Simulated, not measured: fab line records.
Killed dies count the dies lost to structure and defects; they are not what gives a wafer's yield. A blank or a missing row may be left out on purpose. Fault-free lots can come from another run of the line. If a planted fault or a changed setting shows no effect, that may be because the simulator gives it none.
fab line records	flow nand_harc
record lots=11	wafers=33	last_day=34
route steps=1302 shown A_SGD_CUT@907 A_SLIT@933
lots that met no fault: from a run of the same line without faults
start_h: hours from the record's first day to the start of the lot's first wafer shown	wait_h: hours since the lot's step before	" as in the row above	L1.1+2: a row that stands for several wafers	- no value, or no start given	* or withheld: withheld	< > ~ a bound
route shown NAME@n: names a module that has steps shown in the file, with the first one's number in the route	usual: mean/standard deviation of fault-free wafers	same: alike in all rows	chamber/n: place in a boat	sites: readings site by site	_std_site: standard deviation across them	_edge_site: outer sites' mean less inner sites'	radius_mm: for every site, how far away it sits from the centre of the wafer	mask NAME#n: copy n	behind: the most recent tool/chamber to have shaped the wafer	hold: why the lot went on hold/how many hours it stayed there/how the hold came to an end	device: transistor that didn't switch, given as n, p or np	end of line: tests of these same wafers at the route's end	a step given without rows: its recipe and nothing more	killed: dies lost to structure and defects at the first sort, not the wafer's yield	map: dies across one wafer; x = killed, . = not, _ = none there
set.NAME: setting as actually run; set.NAME@STEP: the setting as run at that earlier step	model.NAME: the simulator's own value behind a step, which no gauge read
route steps across a sampled set of lots; one table per step, one row per wafer
services: the hour from which a tool's chamber was out of use, counted from the record's first day as start_h (under 0 if before that day), plus the number of hours and why
## steps
# step NHARC_A_SGD_CUT_ETCH_15
# recipe target_depth_a=750	time_s=64.3	ch3f_flow_sccm=50	o2_flow_sccm=30	ar_flow_sccm=200	rf_w=500	bias_w=100	chemistry=CH3F/O2
# usual drypump_motor_current_A=5.9/0.52	oes_product_au=0.961/0.019	rf_fwd_power_W=495.1/2.2	rf_vpp_V=263.9/1.6	showerhead_plenum_p_Torr=2.46/0.1	throttle_valve_pct=20.664/0.0092
lot.wafer	tool	chamber	start_h	wait_h	drypump_motor_current_A	oes_product_au	rf_fwd_power_W	rf_hours_counter_h	rf_vpp_V	showerhead_plenum_p_Torr	throttle_valve_pct
L154.2	rie_diel-01	1	-	-	6.5	0.967	493.7	7	263.0	2.34	20.668
L154.1	"	2	"	"	5.2	0.978	495.4	8	261.4	2.33	20.665
L154.3	"	3	"	"	5.3	0.981	495.6	7	264.9	2.51	20.649
L153.4	rie_diel-10	1	-	-	6.5	0.958	497.6	2	263.8	2.38	20.651
L153.3	"	2	"	"	5.9	0.938	494.7	2	266.2	2.51	20.646
L153.5	"	0	"	"	5.3	0.976	491.5	-	264.8	2.58	20.663
L160.3	rie_diel-01	1	-	-	6.5	0.963	496.2	11	262.4	2.34	20.647
L160.1	"	3	"	"	5.2	0.952	495.6	12	265.3	2.51	20.670
L160.6	"	1	"	"	6.5	0.969	496.5	-	263.0	2.33	20.674
L159.3	rie_diel-09	2	-	-	5.3	0.968	496.2	1	261.9	2.33	20.665
L159.1	"	0	"	"	6.5	0.984	498.4	1	265.6	2.61	20.665
L159.5	"	0	"	"	6.5	0.978	496.4	-	265.3	2.61	20.673
L166.3	rie_diel-10	1	-	-	6.5	0.956	494.6	11	261.3	2.38	20.684
L166.1	"	2	"	"	5.9	0.966	495.8	10	263.8	2.50	20.660
L166.2	"	0	"	"	5.2	0.966	492.2	10	266.1	2.57	20.648
L167.3	rie_diel-09	2	-	-	5.3	0.950	497.9	4	262.8	2.33	20.658
L167.5	"	2	"	"	5.3	0.953	498.5	-	262.5	2.33	20.654
L167.6	"	3	"	"	6.3	0.945	493.3	-	263.1	2.41	20.658
L170.2	rie_diel-10	1	-	-	6.5	0.941	494.6	1	263.1	2.38	20.654
L170.4	"	2	"	"	5.9	0.929	496.6	1	265.3	2.50	20.680
L170.5	"	2	"	"	5.9	0.938	495.0	-	264.2	2.50	20.667
L172.3	rie_diel-09	2	-	-	5.3	0.966	494.8	7	261.1	2.33	20.673
L172.1	"	3	"	"	6.3	0.951	493.4	7	263.8	2.41	20.675
L172.5	"	1	"	"	6.2	0.976	492.2	-	263.9	2.45	20.667
L171.4	rie_diel-10	3	-	-	5.6	0.944	496.8	2	265.9	2.60	20.656
L171.1	"	0	"	"	5.3	0.964	489.7	2	265.1	2.57	20.661
L171.3	"	1	"	"	6.5	0.963	496.5	2	262.0	2.38	20.670
L173.4	rie_diel-01	0	-	-	5.6	0.984	496.4	8	263.4	2.44	20.666
L173.3	"	1	"	"	6.5	0.978	494.9	7	261.8	2.33	20.672
L173.1	"	3	"	"	5.3	0.968	498.3	9	263.7	2.51	20.674
L174.4	rie_diel-10	2	-	-	5.9	0.939	498.1	4	265.1	2.50	20.659
L174.3	"	0	"	"	5.2	0.978	488.3	3	266.4	2.57	20.662
L174.6	"	2	"	"	5.9	0.934	495.0	-	265.6	2.50	20.665
# step NHARC_A_SLIT_CD_MEAS_09
# recipe target_cd_nm=300	landing_energy_ev=500
# usual cd_nm=300.0/0.56
lot.wafer	tool	chamber	start_h	wait_h	cd_nm
L153.3	cd_sem-03	0	466.35	-	300.9
L153.4	"	0	"	"	299.8
L153.5	"	0	"	"	300.2
L154.1	cd_sem-03	0	467.23	-	300.5
L154.2	"	0	"	"	299.9
L154.3	"	0	"	"	299.7
L159.1	cd_sem-01	0	529.40	-	300.3
L159.3	"	0	"	"	300.0
L159.5	"	0	"	"	300.0
L160.1	cd_sem-01	0	531.53	-	299.7
L160.3	"	0	"	"	299.7
L160.6	"	0	"	"	299.3
L167.3	cd_sem-03	0	601.23	-	299.3
L167.5	"	0	"	"	299.2
L167.6	"	0	"	"	299.7
L166.1	cd_sem-02	0	603.02	-	301.0
L166.2	"	0	"	"	300.1
L166.3	"	0	"	"	300.6
L170.2	cd_sem-02	0	644.60	-	300.8
L170.4	"	0	"	"	300.3
L170.5	"	0	"	"	299.8
L172.1	cd_sem-03	0	663.19	-	299.7
L172.3	"	0	"	"	299.9
L172.5	"	0	"	"	299.5
L173.1	cd_sem-02	0	670.60	-	300.0
L173.3	"	0	"	"	299.6
L173.4	"	0	"	"	299.5
L171.1	cd_sem-03	0	671.93	-	300.6
L171.3	"	0	"	"	299.7
L171.4	"	0	"	"	300.4
L174.3	cd_sem-03	0	683.16	-	300.6
L174.4	"	0	"	"	300.7
L174.6	"	0	"	"	299.8
# step NHARC_A_SLIT_ETCH_24
# recipe target_depth_a=1210	time_s=60.5	cf4_flow_sccm=100	chf3_flow_sccm=30	ar_flow_sccm=0	rf_w=500	bias_w=200	chemistry=CF4/CHF3
# usual drypump_motor_current_A=5.6/0.33	oes_product_au=0.967/0.017	rf_fwd_power_W=495.0/1.9	rf_vpp_V=372.1/2.1	showerhead_plenum_p_Torr=1.62/0.062	throttle_valve_pct=16.801/0.0089
lot.wafer	tool	chamber	start_h	wait_h	drypump_motor_current_A	oes_product_au	rf_fwd_power_W	rf_hours_counter_h	rf_vpp_V	showerhead_plenum_p_Torr	throttle_valve_pct
L153.3	rie_diel-06	0	466.62	0.1	5.1	0.956	493.1	7	373.7	1.62	16.789
L153.4	"	1	"	"	6.0	0.942	498.9	7	373.3	1.67	16.809
L153.5	"	3	"	"	5.6	0.949	495.3	-	373.8	1.67	16.799
L154.1	rie_diel-03	1	467.50	0.1	5.4	1.000	494.8	0	371.5	1.60	16.795
L154.3	"	2	"	"	5.4	0.977	495.8	0	369.8	1.54	16.818
L154.2	"	3	"	"	5.6	0.970	492.7	0	373.7	1.69	16.806
L159.1	rie_diel-11	3	529.67	0.1	5.5	0.964	493.0	6	369.4	1.52	16.794
L159.3	"	2	"	"	5.1	1.060	580.7	5	372.9	1.68	16.818
L159.5	"	0	"	"	5.8	0.989	494.8	-	367.7	1.52	16.807
L160.3	rie_diel-11	3	531.81	0.1	5.5	0.964	494.7	6	368.2	1.52	16.789
L160.1	"	2	"	"	5.1	1.067	577.4	6	372.5	1.68	16.809
L160.6	"	0	"	"	5.8	0.966	497.6	-	371.8	1.52	16.803
L167.3	rie_diel-06	2	601.50	0.1	5.4	0.982	494.5	6	372.3	1.65	16.798
L167.5	"	1	"	"	6.1	0.985	491.1	-	372.9	1.67	16.798
L167.6	"	2	"	"	5.4	0.990	494.4	-	374.6	1.65	16.802
L166.1	rie_diel-06	3	603.30	0.1	5.6	0.987	495.1	6	374.1	1.67	16.800
L166.2	"	0	"	"	5.1	0.986	494.9	6	372.1	1.62	16.793
L166.3	"	1	"	"	6.1	0.978	496.6	6	373.5	1.67	16.794
L170.4	rie_diel-11	2	644.87	0.1	5.1	0.944	496.1	2	373.1	1.68	16.829
L170.2	"	1	"	"	5.9	0.965	492.8	1	373.9	1.65	16.813
L170.5	"	3	"	"	5.5	0.946	495.1	-	367.9	1.52	16.807
L172.3	rie_diel-03	2	663.46	0.1	5.4	0.958	493.7	0	369.9	1.53	16.805
L172.1	"	0	"	"	6.4	0.981	492.7	0	368.8	1.51	16.809
L172.5	"	2	"	"	5.4	0.967	493.3	-	369.8	1.54	16.803
L173.1	rie_diel-03	1	670.88	0.1	5.4	0.951	495.4	1	371.9	1.60	16.792
L173.4	"	2	"	"	5.4	0.938	494.4	1	369.9	1.54	16.793
L173.3	"	3	"	"	5.7	0.946	494.1	1	375.1	1.68	16.805
L171.3	rie_diel-06	2	672.20	0.1	5.4	0.965	495.4	0	372.8	1.64	16.804
L171.1	"	3	"	"	5.6	0.953	496.8	0	372.4	1.67	16.791
L171.4	"	1	"	"	6.0	0.990	496.6	0	373.0	1.66	16.796
L174.4	rie_diel-03	2	683.43	0.1	5.4	0.950	494.7	3	368.7	1.53	16.805
L174.3	"	0	"	"	6.4	0.976	495.1	2	369.6	1.51	16.817
L174.6	"	3	"	"	5.6	0.954	495.7	-	372.9	1.68	16.785
# step NHARC_A_SLIT_ETCH_15
# recipe target_depth_a=62000	over_etch_frac=0.3	time_s=1612	ion_energy_ev=150	o2_flow_sccm=400	cos_flow_sccm=20	ar_flow_sccm=0	rf_w=500	bias_w=300	chemistry=O2/COS
# usual drypump_motor_current_A=5.6/0.34	oes_product_au=1.004/0.01	rf_fwd_power_W=499.9/1.5	rf_vpp_V=315.6/1.9	showerhead_plenum_p_Torr=3.22/0.12	throttle_valve_pct=28.330/0.0086
lot.wafer	tool	chamber	start_h	wait_h	drypump_motor_current_A	oes_product_au	rf_fwd_power_W	rf_hours_counter_h	rf_vpp_V	showerhead_plenum_p_Torr	throttle_valve_pct
L153.4	rie_diel-06	2	-	-	5.4	1.019	501.1	7	315.7	3.27	28.331
L153.3	"	0	"	"	5.0	1.002	498.9	7	315.4	3.22	28.329
L153.5	"	2	"	"	5.4	1.018	501.2	-	317.0	3.27	28.311
L154.2	rie_diel-03	0	-	-	6.4	1.016	500.7	0	312.2	3.00	28.325
L154.1	"	1	"	"	5.4	1.019	500.8	0	316.1	3.18	28.329
L154.3	"	3	"	"	5.7	1.015	501.7	0	316.6	3.34	28.326
L159.3	rie_diel-11	1	-	-	5.9	0.995	499.1	5	316.1	3.29	28.330
L159.1	"	0	"	"	5.8	1.013	500.0	6	312.3	3.02	28.324
L159.5	"	1	"	"	5.9	1.010	500.6	-	316.6	3.29	28.329
L160.3	rie_diel-11	3	-	-	5.5	1.002	499.6	6	313.5	3.02	28.323
L160.1	"	0	"	"	5.8	1.002	500.1	7	311.8	3.02	28.334
L160.6	"	3	"	"	5.5	1.007	501.2	-	312.2	3.02	28.338
L167.3	rie_diel-06	3	-	-	5.6	0.997	499.8	6	316.4	3.32	28.325
L167.5	"	1	"	"	6.0	1.014	499.4	-	316.8	3.30	28.354
L167.6	"	2	"	"	5.4	1.008	499.1	-	316.2	3.26	28.325
L166.1	rie_diel-06	1	-	-	6.0	1.020	499.0	6	317.5	3.30	28.332
L166.3	"	2	"	"	5.4	1.002	500.8	7	316.5	3.26	28.327
L166.2	"	3	"	"	5.6	1.003	500.6	6	314.9	3.31	28.329
L170.4	rie_diel-11	1	-	-	5.9	1.019	500.3	1	316.5	3.28	28.335
L170.2	"	3	"	"	5.5	0.994	501.3	2	312.4	3.02	28.338
L170.5	"	1	"	"	5.9	1.016	501.5	-	315.7	3.28	28.333
L172.1	rie_diel-03	0	-	-	6.4	0.993	501.4	0	313.3	3.00	28.329
L172.3	"	1	"	"	5.4	0.999	498.4	0	315.1	3.18	28.325
L172.5	"	3	"	"	5.7	1.000	499.2	-	316.9	3.34	28.327
L173.4	rie_diel-03	2	-	-	5.4	0.995	500.5	1	314.5	3.05	28.333
L173.1	"	3	"	"	5.6	0.994	500.3	2	317.7	3.34	28.331
L173.3	"	1	"	"	5.5	1.000	498.6	1	314.6	3.18	28.335
L171.1	rie_diel-06	1	-	-	6.1	1.017	500.6	1	316.8	3.30	28.332
L171.3	"	2	"	"	5.4	1.014	499.6	1	316.0	3.26	28.333
L171.4	"	0	"	"	5.0	1.014	497.6	1	316.1	3.22	28.326
L174.4	rie_diel-03	2	-	-	5.4	0.987	497.0	3	312.7	3.04	28.316
L174.3	"	3	"	"	5.7	0.993	500.5	3	318.2	3.34	28.331
L174.6	"	1	"	"	5.4	1.005	500.1	-	314.0	3.18	28.329
## services
tool	chamber	start_h	hours	kind
rie_diel-11	-	432.50	9.0	pm
rie_diel-03	2	437.64	6.8	repair
rie_diel-01	2	440.25	1.5	repair
rie_diel-09	1	443.74	14.0	repair
rie_diel-03	-	458.31	9.0	pm
rie_diel-06	-	484.20	9.0	pm
rie_diel-09	-	497.10	9.0	pm
rie_diel-01	1	500.68	4.1	repair
rie_diel-09	1	515.45	2.2	repair
rie_diel-01	1	520.40	1.4	repair
rie_diel-06	-	529.22	0.6	repair
rie_diel-09	1	541.57	7.5	repair
rie_diel-03	0	561.74	45.0	repair
rie_diel-06	1	569.42	7.6	repair
rie_diel-10	2	570.54	2.1	repair
rie_diel-03	1	576.52	48.2	repair
rie_diel-10	-	596.52	9.0	pm
rie_diel-11	-	609.50	9.0	pm
rie_diel-06	0	614.78	5.8	repair
rie_diel-03	-	618.67	1.6	repair
rie_diel-11	1	621.25	5.6	repair
rie_diel-03	-	635.31	9.0	pm
rie_diel-06	0	636.80	7.5	repair
rie_diel-06	-	661.20	9.0	pm
## key
first_sign step=NHARC_A_SLIT_ETCH_24	reading=rf_fwd_power_W	direction=up	sigmas=44	usual=*	struck=*
effect step=NHARC_A_SLIT_ETCH_24	reading=oes_product_au	direction=up	sigmas=5.5	usual=0.967	struck=1.063
met_at NHARC_A_SLIT_ETCH_24
struck_lots L159,L160
struck_wafers L159.3,L160.1
tester_left_out L159,L160
not_acting_at NHARC_A_SGD_CUT_ETCH_15,NHARC_A_SLIT_CD_MEAS_09,NHARC_A_SLIT_ETCH_15
fault kind=process_parameter_drift	tool=rie_diel-11	chamber=2	onset_h=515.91	steps=NHARC_A_SLIT_ETCH_24	channel=rf_w	offset=*	shape=step	end_h=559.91	acts_in=*	stated=*
# tester_left_out: of these lots the tester's yield and bins aren't shown, on N5 and GAA mostly nor the transistor test; their killed dies are dies lost to structure and defects alone, not to doping, threshold or leakage, so they don't give the yield
